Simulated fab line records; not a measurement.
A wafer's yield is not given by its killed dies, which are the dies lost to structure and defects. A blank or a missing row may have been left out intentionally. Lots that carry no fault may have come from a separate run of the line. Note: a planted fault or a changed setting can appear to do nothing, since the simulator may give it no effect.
fab line records -- flow nand_harc
record: lots: 5, wafers: 15, last_day: 34
route steps=1302 shown P_ZERO_WELL@29 END@1302
lots that met no fault: from a run of the same line without faults
start_h: hours from the record's opening day to when the first of the lot's shown wafers began -- wait_h: time in hours since the lot's previous step -- " same as the row above -- L1.1+2: one row covering several wafers at once -- - either no value or no given start -- * or withheld: withheld -- < > ~ a bound
route shown NAME@n: NAME is a module with steps in the file, n the number in the route of the first one -- usual: mean and standard deviation over wafers with no fault -- same: alike in all rows -- chamber/n: place in a boat -- sites: readings site by site -- _std_site: their standard deviation -- _edge_site: the outer-site mean with the inner-site mean subtracted -- radius_mm: how far each site lies from the wafer's centre -- mask NAME#n: copy n -- behind: the last tool/chamber to shape the wafer -- hold: the reason the lot was held/the length of the hold in hours/how it ended -- device: transistor that didn't switch, given as n, p or np -- end of line: tests of these same wafers at the route's end -- for a step that has no rows: nothing shown but its recipe -- killed: the dies lost at the first sort to structure and to defects; this is not the yield of the wafer -- map: shows each die of a wafer: x if killed, . if not, _ if none is there
set.NAME: the setting the step ran with; set.NAME@STEP: the setting that earlier step ran with -- model.NAME: the simulator's own value behind a step, which no gauge read
a table for each step, a row for each wafer; lots at some steps of the route
services: a tool's chamber out of use, with start hour (start_h, from the record's first day; less than 0 if before it), hours out, and reason
== steps ==
step: NHARC_P_ZERO_WELL_CD_MEAS_24
recipe: target_cd_nm: 720, landing_energy_ev: 500
usual: cd_nm: 719.9/1.9
same: landing_energy_ev: 500
lot.wafer,tool,chamber,start_h,wait_h,cd_nm
L502.1,cd_sem-01,0,22.65,-,720.8
L502.2,cd_sem-01,0,22.65,-,716.8
L502.3,cd_sem-01,0,22.65,-,720.1
L505.2,cd_sem-02,0,52.58,-,719.2
L505.3,cd_sem-02,0,52.58,-,721.1
L505.5,cd_sem-02,0,52.58,-,719.6
L514.1,cd_sem-03,0,142.64,-,722.5
L514.3,cd_sem-03,0,142.64,-,722.0
L514.4,cd_sem-03,0,142.64,-,723.7
L516.1,cd_sem-02,0,162.47,-,716.0
L516.2,cd_sem-02,0,162.47,-,720.2
L516.4,cd_sem-02,0,162.47,-,718.8
L525.4,cd_sem-01,0,252.49,-,720.0
L525.5,cd_sem-01,0,252.49,-,718.1
L525.6,cd_sem-01,0,252.49,-,721.0
step: NHARC_P_ZERO_WELL_HARDBAKE_25
recipe: temp_c: 125, time_s: 80
step: NHARC_P_ZERO_WELL_DESCUM_26
recipe: time_s: 3, o2_flow_sccm: 200, ar_flow_sccm: 0, bias_power_w: 0, chemistry: O2
usual: drypump_motor_current_A: 5.75/0.25, oes_product_au: 1.003/0.0094, rf_vpp_V: 57.7/0.89, showerhead_plenum_p_Torr: 1.87/0.063, throttle_valve_pct: 11.311/0.011
same: bias_power_w: 0
lot.wafer,tool,chamber,start_h,wait_h,drypump_motor_current_A,oes_product_au,rf_hours_counter_h,rf_vpp_V,showerhead_plenum_p_Torr,throttle_valve_pct
L502.3,rie_diel-10,2,22.81,-,5.14,1.003,38,58.3,1.96,11.326
L502.1,rie_diel-10,3,22.81,-,6.01,1.020,30,58.3,1.96,11.297
L502.2,rie_diel-10,0,22.81,-,5.82,1.008,27,57.9,1.92,11.303
L505.3,rie_diel-01,1,52.76,-,6.09,1.012,5,58.5,1.91,11.322
L505.2,rie_diel-01,2,52.76,-,6.11,1.001,5,57.7,1.86,11.309
L505.5,rie_diel-01,0,52.76,-,5.42,1.013,-,58.9,1.91,11.304
L514.1,rie_diel-08,1,142.80,-,5.49,1.006,43,57.0,1.77,11.317
L514.4,rie_diel-08,3,142.80,-,5.94,1.004,44,58.6,1.89,11.308
L514.3,rie_diel-08,0,142.80,-,5.71,1.008,46,57.7,1.80,11.320
L516.1,rie_diel-10,0,162.63,-,5.85,1.014,24,58.5,1.91,11.314
L516.2,rie_diel-10,1,162.63,-,5.62,0.985,28,57.8,1.79,11.307
L516.4,rie_diel-10,2,162.63,-,5.20,1.003,26,58.2,1.94,11.308
L525.4,rie_diel-01,3,252.69,-,5.64,1.011,11,56.0,1.86,11.323
L525.6,rie_diel-01,0,252.69,-,5.46,0.994,-,58.1,1.89,11.308
L525.5,rie_diel-01,1,252.69,-,6.05,1.019,-,57.5,1.90,11.321
step: NHARC_P_ZERO_WELL_IMPLANT_27
recipe: energy_kev: 600, dose_cm2: 1e+13, tilt_deg: 7
step: NHARC_P_ZERO_WELL_IMPLANT_57
recipe: energy_kev: 250, dose_cm2: 4e+12, tilt_deg: 7
step: NHARC_P_ZERO_WELL_IMPLANT_58
recipe: energy_kev: 100, dose_cm2: 2e+12, tilt_deg: 7
step: NHARC_P_ZERO_WELL_STRIP_28
recipe: time_s: 840, temp_c: 130, chemistry: SPM
step: NHARC_P_ZERO_WELL_DEHYDRATE_29
recipe: temp_c: 150, time_s: 120
step: NHARC_P_ZERO_WELL_HMDS_30
recipe: time_s: 30
step: NHARC_P_ZERO_WELL_COAT_31
recipe: spin_rpm: withheld
step: NHARC_P_ZERO_WELL_SOFTBAKE_32
recipe: temp_c: 122, time_s: 95
step: NHARC_P_ZERO_WELL_EBR_33
step: NHARC_P_ZERO_WELL_EXPOSE_34
recipe: na: 0.6, target_cd_nm: 720, dose_mj: 22.31, mask_id: P_PWELL
same: na: 0.6
lot.wafer,tool,chamber,start_h,wait_h,mask
L502.1+2+3,krf_scanner-02,0,24.00,-,P_PWELL#0
L505.2+3+5,krf_scanner-04,0,54.07,-,P_PWELL#0
L514.1+3+4,krf_scanner-02,0,144.12,-,P_PWELL#0
L516.1+2+4,krf_scanner-02,0,163.95,-,P_NWELL#0
L525.4+5+6,krf_scanner-04,0,253.91,-,P_PWELL#0
step: NHARC_P_ZERO_WELL_PEB_35
recipe: peb_temp_c: 118, peb_time_s: 85
step: NHARC_P_ZERO_WELL_DEVELOP_36
recipe: time_s: 70
step: NHARC_P_ZERO_WELL_CD_MEAS_37
recipe: target_cd_nm: 720, landing_energy_ev: 500
usual: cd_nm: 718.8/1.5
same: landing_energy_ev: 500
lot.wafer,tool,chamber,start_h,wait_h,cd_nm
L502.1,cd_sem-02,0,24.16,-,718.6
L502.2,cd_sem-02,0,24.16,-,717.0
L502.3,cd_sem-02,0,24.16,-,718.3
L505.2,cd_sem-03,0,54.23,-,719.4
L505.3,cd_sem-03,0,54.23,-,717.5
L505.5,cd_sem-03,0,54.23,-,718.3
L514.1,cd_sem-03,0,144.28,-,721.2
L514.3,cd_sem-03,0,144.28,-,720.5
L514.4,cd_sem-03,0,144.28,-,718.8
L516.1,cd_sem-01,0,164.11,-,-
L516.2,cd_sem-01,0,164.11,-,-
L516.4,cd_sem-01,0,164.11,-,-
L525.4,cd_sem-03,0,254.05,-,719.3
L525.5,cd_sem-03,0,254.05,-,718.3
L525.6,cd_sem-03,0,254.05,-,720.8
step: NHARC_P_ZERO_WELL_HARDBAKE_38
recipe: temp_c: 125, time_s: 80
step: NHARC_END_SORT_01
recipe: temp_c: 25
usual: killed_at_array: 52/18, killed_at_other: 0.6/0.83, killed_at_periphery: 4.3/2.8, killed_dies: 57/19, killed_open: 3.4/2, killed_short: 2.5/1.7
same: gross_dies: 677
lot.wafer,tool,chamber,start_h,wait_h,killed_at_array,killed_at_other,killed_at_periphery,killed_dies,killed_open,killed_short
L516.1,prober-02,0,703.29,2.5,57,2,618,677,1,3
L516.2,prober-02,0,704.10,2.8,56,0,621,677,2,2
L516.4,prober-02,0,705.70,3.4,66,0,611,677,4,4
killed by level:class
L516.1 P_ZERO_WELL:area_expose=610 A_CHANNEL_HOLE_D1:chamber_film_flake=33 A_CHANNEL_HOLE_D2:chamber_film_flake=9 A_CONTACT:chamber_film_flake=7 P_M2:chamber_film_flake=6 A_STAIRCASE:chamber_film_flake=3 P_GATE:geometric_particle:short=1 A_ONON_D1:geometric_particle:open=1
L516.2 P_ZERO_WELL:area_expose=617 A_CHANNEL_HOLE_D1:chamber_film_flake=27 A_CHANNEL_HOLE_D2:chamber_film_flake=13 A_CONTACT:chamber_film_flake=6 P_M2:chamber_film_flake=4 A_ZERO_WELL:chamber_film_flake=2 A_STAIRCASE:chamber_film_flake=2 A_ONON_D1:geometric_particle:open=1
L516.4 P_ZERO_WELL:area_expose=606 A_CHANNEL_HOLE_D1:chamber_film_flake=33 A_CHANNEL_HOLE_D2:chamber_film_flake=15 A_CONTACT:chamber_film_flake=6 A_SLIT:chamber_film_flake=3 P_M0:geometric_particle:short=2 A_ONON_D2:geometric_particle:short=2 P_ZERO_WELL:chamber_film_flake=2
map L516.1 (x killed, . not)
____________x____________
_________xxxxxxx_________
_______xxxxxxxxxxx_______
______xxxxxxxxxxxxx______
_____xxxxxxxxxxxxxxx_____
____xxxxxxxxxxxxxxxxx____
____xxxxxxxxxxxxxxxxx____
___xxxxxxxxxxxxxxxxxxx___
___xxxxxxxxxxxxxxxxxxx___
__xxxxxxxxxxxxxxxxxxxxx__
__xxxxxxxxxxxxxxxxxxxxx__
_xxxxxxxxxxxxxxxxxxxxxxx_
_xxxxxxxxxxxxxxxxxxxxxxx_
_xxxxxxxxxxxxxxxxxxxxxxx_
_xxxxxxxxxxxxxxxxxxxxxxx_
_xxxxxxxxxxxxxxxxxxxxxxx_
xxxxxxxxxxxxxxxxxxxxxxxxx
xxxxxxxxxxxxxxxxxxxxxxxxx
xxxxxxxxxxxxxxxxxxxxxxxxx
xxxxxxxxxxxxxxxxxxxxxxxxx
xxxxxxxxxxxxxxxxxxxxxxxxx
_xxxxxxxxxxxxxxxxxxxxxxx_
_xxxxxxxxxxxxxxxxxxxxxxx_
_xxxxxxxxxxxxxxxxxxxxxxx_
_xxxxxxxxxxxxxxxxxxxxxxx_
_xxxxxxxxxxxxxxxxxxxxxxx_
__xxxxxxxxxxxxxxxxxxxxx__
__xxxxxxxxxxxxxxxxxxxxx__
___xxxxxxxxxxxxxxxxxxx___
___xxxxxxxxxxxxxxxxxxx___
____xxxxxxxxxxxxxxxxx____
____xxxxxxxxxxxxxxxxx____
_____xxxxxxxxxxxxxxx_____
______xxxxxxxxxxxxx______
_______xxxxxxxxxxx_______
_________xxxxxxx_________
____________x____________
map L502.3 (x killed, . not)
____________.____________
_________......._________
_______..x.....x.._______
______.............______
_____..............._____
____..............x..____
____.................____
___...................___
___...........x.......___
__..x..................__
__.....................__
_...............x......._
_..........x............_
_............x.........x_
_......x................_
_.........x.x......x...._
......x.......x.x........
.............x.x.........
.............xxx..x......
..........x...xx..x......
...x....x...x.xxxx.......
_........x.....xx.xx...._
_............xxxxx......_
_......x.....x.xx.x....._
_x.....x......xxxx..x..._
_...........x..x..xx...._
__..........x.x.xxxxxx.__
__..............xxxx...__
___.............xxxxx.___
___.x.x........xxxx.x.___
____.x.........xx.xxx____
____xxxx........xx.xx____
_____xxx.........x.x_____
______xx......x....______
_______x.........._______
_________......._________
____________.____________
== services ==
tool,chamber,start_h,hours,kind
rie_diel-10,0,0.60,-,clean
rie_diel-10,1,0.60,-,clean
krf_scanner-04,-,10.00,4.0,pm
rie_diel-10,0,12.44,4.0,repair
rie_diel-08,-,13.86,9.0,pm
rie_diel-08,2,24.36,2.8,repair
rie_diel-01,-,28.59,9.0,pm
rie_diel-08,-,48.07,0.4,repair
rie_diel-10,-,70.43,9.0,pm
krf_scanner-04,-,76.31,1.5,repair
rie_diel-10,0,80.15,10.8,repair
rie_diel-10,3,87.92,6.3,repair
krf_scanner-02,-,94.00,4.0,pm
krf_scanner-02,0,108.71,-,calibration
rie_diel-01,2,117.78,10.0,repair
krf_scanner-04,-,168.42,0.4,repair
krf_scanner-04,-,182.00,4.0,pm
rie_diel-08,-,193.53,9.0,pm
krf_scanner-04,-,199.05,0.3,repair
rie_diel-01,-,205.61,9.0,pm
krf_scanner-04,-,235.95,5.6,repair
krf_scanner-02,-,238.24,0.6,repair
rie_diel-08,2,244.04,7.6,repair
rie_diel-10,-,247.43,9.0,pm
== key ==
first_sign: step: NHARC_P_ZERO_WELL_EXPOSE_34, reading: mask, direction: changed
effect: step: NHARC_P_ZERO_WELL_CD_MEAS_37, reading: cd_nm, direction: missing
effect: step: NHARC_END_SORT_01, reading: killed_at_periphery, direction: up, sigmas: 99+, usual: 4.3, struck: 616.7
more_kills_born_at: NHARC_P_ZERO_WELL_EXPOSE_34@krf_scanner-02: 1833
met_at NHARC_P_ZERO_WELL_EXPOSE_34
struck_wafers L516.1,L516.2,L516.4
later_rows_left_out L516.1,L516.2,L516.4
tester_left_out L516
onset_between 144.12 163.95
fault: kind: wrong_mask, tool: any, chamber: -, onset_h: 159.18, steps: NHARC_P_ZERO_WELL_EXPOSE_34, aux_copy: P_NWELL#0, scope: struck_lots_only
tester_left_out: of these lots the tester's yield and bins aren't shown, on N5 and GAA mostly nor the transistor test; their killed dies are dies lost to structure and defects alone, not to doping, threshold or leakage, so they don't give the yield
later_rows_left_out: the simulator's readings of these wafers behind a module that went badly wrong aren't trusted and aren't shown, but for the sort
